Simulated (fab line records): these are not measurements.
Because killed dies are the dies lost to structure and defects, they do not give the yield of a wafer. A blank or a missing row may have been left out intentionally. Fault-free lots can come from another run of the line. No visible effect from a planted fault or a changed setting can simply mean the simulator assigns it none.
Which tool was responsible? | flow n5-finfet | 27 wafers from 9 lots sampled at 5 of the route's 1938 steps

WHAT THE GAUGES READ, wafer by wafer
The record lacks any reading of a measuring or inspecting step that a usual standard deviation could be used to judge.

WHICH TOOL RAN EACH LOT (tool, then ch and the chambers of the sampled wafers, then the start)
lot  | N5_GATE_CUT_ETCH_47              | N5_MIM_BOT_ETCH_ETCH_04            | N5_PASSIVATION_DESCUM_12           | N5_PASSIVATION_ETCH_59            | N5_PASSIVATION_PROBE_49
L377 | rie-metal-02 ch 0, day 4 11:26   | rie-diel-06 ch 0,3, day 12 20:57   | rie-diel-02 ch 0,2,3, day 12 23:02 | rie-metal-03 ch 0,1, day 13 01:23 | -
L378 | rie-metal-03 ch 1, day 4 18:11   | rie-diel-06 ch 0,2,3, day 12 21:05 | rie-diel-03 ch 1,2, day 12 22:43   | rie-metal-01 ch 0,1, day 13 01:19 | -
L379 | rie-metal-02 ch 0,1, day 5 03:31 | rie-diel-04 ch 0,1,2, day 13 01:53 | rie-diel-02 ch 1,2,3, day 13 03:25 | rie-metal-03 ch 0,1, day 13 05:23 | -
L382 | rie-metal-02 ch 0,1, day 5 18:02 | rie-diel-06 ch 0,1,3, day 14 16:43 | rie-diel-02 ch 0,1,3, day 14 19:10 | rie-metal-03 ch 0,1, day 15 00:25 | -
L384 | rie-metal-02 ch 1, day 6 08:31   | rie-diel-06 ch 0,2,3, day 15 01:53 | rie-diel-05 ch 0,2,3, day 15 03:45 | rie-metal-02 ch 0,1, day 15 05:37 | -
L388 | rie-metal-02 ch 0,1, day 7 11:16 | rie-diel-01 ch 0,3, day 17 03:46   | rie-diel-02 ch 1,2, day 17 07:35   | rie-metal-02 ch 0,1, day 17 11:13 | -
L390 | rie-metal-02 ch 0,1, day 8 00:31 | rie-diel-01 ch 0,2,3, day 17 16:45 | rie-diel-05 ch 0,1,2, day 17 19:36 | rie-metal-02 ch 0,1, day 17 21:44 | prober-02, day 18 02:06
L391 | rie-metal-02 ch 0,1, day 8 03:23 | rie-diel-01 ch 2,3, day 17 07:10   | rie-diel-05 ch 0,1, day 17 10:29   | rie-metal-02 ch 0,1, day 17 12:33 | prober-01, day 17 17:28
L392 | rie-metal-02 ch 0, day 8 11:18   | rie-diel-06 ch 0,1, day 17 22:16   | rie-diel-05 ch 0,1, day 18 01:04   | rie-metal-01 ch 0, day 18 03:46   | prober-01, day 18 08:39
- N5_GATE_CUT_ETCH_47: etches SiO2 in Cl2/BCl3, target depth 10 nm.
- N5_MIM_BOT_ETCH_ETCH_04: etches SiNx in CF4/O2, target depth 26 nm, time 13 s.
- N5_PASSIVATION_DESCUM_12: chemistry O2, time 7.9 s.
- N5_PASSIVATION_ETCH_59: etches TaN in Cl2/BCl3, target depth 65 nm, time 34.9 s.
- N5_PASSIVATION_PROBE_49

AS READ BY THE TOOLS THEMSELVES (means over the sampled wafers that have a number; for cases with no such wafer, the mark the record gives instead)
N5_GATE_CUT_ETCH_47. Usual: bias-w 126.1 W, standard deviation 0.4; drypump-motor-current-A 5.8 A, standard deviation 0.57; oes-product-au 0.80 a.u., standard deviation 0.11; rf-fwd-power-W 978 W, standard deviation 4.1; throttle-valve-pct 22.76 %, standard deviation 0.21.
lot  | tool         | bias-w (W) | drypump-motor-current-A (A) | oes-product-au (a.u.) | rf-fwd-power-W (W) | throttle-valve-pct (%) | flag
L377 | rie-metal-02 | 126.1      | 6.5                         | 0.60                  | 978                | 22.94                  |
L378 | rie-metal-03 | 125.7      | 6.7                         | 0.85                  | 977                | 22.61                  |
L379 | rie-metal-02 | 126.0      | 5.9                         | 0.67                  | 981                | 23.01                  |
L382 | rie-metal-02 | 125.9      | 6.2                         | 0.64                  | 979                | 22.99                  |
L384 | rie-metal-02 | 126.2      | 5.6                         | 0.71                  | 978                | 23.06                  |
L388 | rie-metal-02 | 125.5      | 6.2                         | 0.88                  | 982                | 22.73                  |
L390 | rie-metal-02 | 126.5      | 6.3                         | 0.88                  | 979                | 22.73                  |
L391 | rie-metal-02 | 125.8      | 6.2                         | 0.88                  | 975                | 22.73                  |
L392 | rie-metal-02 | 126.3      | 6.6                         | 0.95                  | 982                | 22.56                  |

N5_MIM_BOT_ETCH_ETCH_04. Usual: bias-w 49.01 W, standard deviation 0.16; cf4-flow-sccm 99.99 sccm, standard deviation 0.3; drypump-motor-current-A 5.6 A, standard deviation 0.36; oes-product-au 0.82 a.u., standard deviation 0.071; rf-fwd-power-W 531.2 W, standard deviation 2; rf-vpp-V 240 V, standard deviation 6.3; showerhead-plenum-p-Torr 2.25 Torr, standard deviation 0.046; throttle-valve-pct 15.77 %, standard deviation 0.23.
lot  | tool        | bias-w (W) | cf4-flow-sccm (sccm) | drypump-motor-current-A (A) | oes-product-au (a.u.) | rf-fwd-power-W (W) | rf-vpp-V (V) | showerhead-plenum-p-Torr (Torr) | throttle-valve-pct (%) | flag
L377 | rie-diel-06 | 49.02      | 99.85                | 5.1                         | 0.81                  | 530.3              | 244          | 2.19                            | 15.66                  |
L378 | rie-diel-06 | 48.81      | 99.78                | 5.2                         | 0.81                  | 530.1              | 239          | 2.19                            | 15.67                  |
L379 | rie-diel-04 | 49.04      | 99.95                | 6.1                         | 0.76                  | 530.7              | 241          | 2.23                            | 16.04                  |
L382 | rie-diel-06 | 48.94      | 99.85                | 5.2                         | 0.86                  | 528.9              | 245          | 2.26                            | 15.74                  |
L384 | rie-diel-06 | 48.95      | 100.06               | 5.2                         | 0.87                  | 529.7              | 241          | 2.27                            | 15.55                  |
L388 | rie-diel-01 | 48.92      | 100.23               | 5.7                         | 0.79                  | 531.8              | 238          | 2.29                            | 15.68                  |
L390 | rie-diel-01 | 48.93      | 99.97                | 5.7                         | 0.77                  | 533.2              | 237          | 2.27                            | 15.75                  |
L391 | rie-diel-01 | 48.98      | 100.37               | 5.7                         | 0.75                  | 532.8              | 234          | 2.26                            | 15.80                  |
L392 | rie-diel-06 | 48.98      | 100.41               | 5.4                         | 0.77                  | 529.1              | 244          | 2.20                            | 15.94                  |

N5_PASSIVATION_DESCUM_12. Usual: for drypump-motor-current-A, 5.6 A with a standard deviation of 0.48; for oes-product-au, 0.83 a.u. with a standard deviation of 0.096; for rf-fwd-power-W, 49.64 W with a standard deviation of 0.18; for rf-vpp-V, 243.4 V with a standard deviation of 1.5; for showerhead-plenum-p-Torr, 2.11 Torr with a standard deviation of 0.08; for temp-c, 39.99 C with a standard deviation of 0.1; for throttle-valve-pct, 20.26 % with a standard deviation of 0.27.
lot  | tool        | drypump-motor-current-A (A) | oes-product-au (a.u.) | rf-fwd-power-W (W) | rf-vpp-V (V) | showerhead-plenum-p-Torr (Torr) | temp-c (C) | throttle-valve-pct (%) | flag
L377 | rie-diel-02 | 5.5                         | 0.79                  | 49.64              | 243.5        | 2.10                            | 39.94      | 20.20                  |
L378 | rie-diel-03 | 6.1                         | 0.91                  | 49.64              | 243.4        | 2.07                            | 39.99      | 19.93                  |
L379 | rie-diel-02 | 6.0                         | 0.72                  | 49.53              | 242.9        | 2.05                            | 39.96      | 20.47                  |
L382 | rie-diel-02 | 5.8                         | 0.78                  | 49.71              | 242.4        | 2.04                            | 40.05      | 20.30                  |
L384 | rie-diel-05 | 5.3                         | 0.93                  | 49.55              | 244.2        | 2.15                            | 40.04      | 20.33                  |
L388 | rie-diel-02 | 5.9                         | 0.69                  | 49.61              | 243.2        | 2.10                            | 40.00      | 20.50                  |
L390 | rie-diel-05 | 5.5                         | 0.85                  | 49.63              | 244.1        | 2.16                            | 40.07      | 20.35                  |
L391 | rie-diel-05 | 5.5                         | 0.82                  | 49.66              | 243.6        | 2.14                            | 39.94      | 20.27                  |
L392 | rie-diel-05 | 5.5                         | 0.84                  | 49.58              | 243.9        | 2.09                            | 39.95      | 20.38                  |

N5_PASSIVATION_ETCH_59. Usual: bias-w 100.0 W, standard deviation 0.32; drypump-motor-current-A 5.9 A, standard deviation 0.59; oes-product-au 0.76 a.u., standard deviation 0.073; rf-fwd-power-W 893.9 W, standard deviation 2.8; throttle-valve-pct 21.10 %, standard deviation 0.2.
lot  | tool         | bias-w (W) | drypump-motor-current-A (A) | oes-product-au (a.u.) | rf-fwd-power-W (W) | throttle-valve-pct (%) | flag
L377 | rie-metal-03 | 100.2      | 6.4                         | 0.81                  | 897.4              | 20.99                  |
L378 | rie-metal-01 | 100.1      | 5.3                         | 0.74                  | 892.2              | 21.13                  |
L379 | rie-metal-03 | 99.8       | 6.1                         | 0.83                  | 892.9              | 20.95                  |
L382 | rie-metal-03 | 99.8       | 6.4                         | 0.79                  | 892.6              | 21.01                  |
L384 | rie-metal-02 | 100.2      | 6.1                         | 0.80                  | 892.4              | 21.10                  |
L388 | rie-metal-02 | 100.2      | 5.9                         | 0.72                  | 895.8              | 21.30                  |
L390 | rie-metal-02 | 100.3      | 6.2                         | 0.79                  | 893.9              | 21.11                  |
L391 | rie-metal-02 | 100.0      | 5.9                         | 0.72                  | 894.9              | 21.30                  |
L392 | rie-metal-01 | 100.0      | 5.5                         | 0.72                  | 891.6              | 21.18                  |

N5_PASSIVATION_PROBE_49. Usual: defect-limited-yield 91.3 %, standard deviation 1.4; killed_at_M0_to_M3 34, standard deviation 10; killed_at_M4_up 14, standard deviation 5.5; killed-at-contacts 12, standard deviation 6; killed-at-front-end 40, standard deviation 10; killed-at-other 3.0, standard deviation 2.4; killed-dies 103, standard deviation 17; killed-on-rim 13, standard deviation 4.3; killed-open 68, standard deviation 13; killed-short 34, standard deviation 7.8; sort_bin_5_function 5.1 %, standard deviation 0.97; sort_bin_6_memory 3.3 %, standard deviation 0.66; sort_bin_8_speed 0.02 %, standard deviation 0.12; sort-n-pass 1077, standard deviation 17; sort-yield-pct 91.2 %, standard deviation 1.4.
lot  | tool      | defect-limited-yield (%) | killed_at_M0_to_M3 | killed_at_M4_up | killed-at-contacts | killed-at-front-end | killed-at-other | killed-dies | killed-on-rim | killed-open | killed-short | sort_bin_5_function (%) | sort_bin_6_memory (%) | sort_bin_8_speed (%) | sort-n-pass | sort-yield-pct (%) | flag
L390 | prober-02 | 85.2                     | 26                 | 11              | 6                  | 129                 | 2.7             | 174         | 28            | 57          | 21           | 8.3                     | 3.3                   | 0.00                 | 1006        | 85.2               | OFF
L391 | prober-01 | 84.5                     | 25                 | 9               | 14                 | 133                 | 1.3             | 183         | 27            | 62          | 29           | 8.8                     | 4.0                   | 0.00                 | 997         | 84.5               | OFF
L392 | prober-01 | 86.2                     | 35                 | 14              | 9                  | 101                 | 3.3             | 162         | 31            | 60          | 32           | 7.7                     | 3.5                   | 0.00                 | 1018        | 86.2               | OFF

THE ANSWER, worked out from the rows above alone
Rule: a lot is off if the mean of its wafers that have a number lies more than 3 standard deviations from the usual mean. A lot without any number at a reading at which 4 lots or more have one is off too. All remaining lots with rows at the step are treated as sound. First the gauges in route order, then the tools' own readings, where a lot's mean is used as printed above. The first step at which some lot is off is used, and at that step the reading that is off furthest; a lot without a number counts as furthest.
Off: L390, L391, L392, at N5_PASSIVATION_PROBE_49 (killed-at-front-end). Neither off nor sound, because the step has no rows for them: L377, L378, L379, L382, L384, L388.
A tool fits if, at that step or a process step before it, it ran every lot that is off, and no sound lot after the first of them. This does not decide it: 2 tools fit, namely rie-metal-02 at N5_GATE_CUT_ETCH_47 and rie-diel-05 at N5_PASSIVATION_DESCUM_12.

WHAT THE SIMULATOR HAD PUT IN
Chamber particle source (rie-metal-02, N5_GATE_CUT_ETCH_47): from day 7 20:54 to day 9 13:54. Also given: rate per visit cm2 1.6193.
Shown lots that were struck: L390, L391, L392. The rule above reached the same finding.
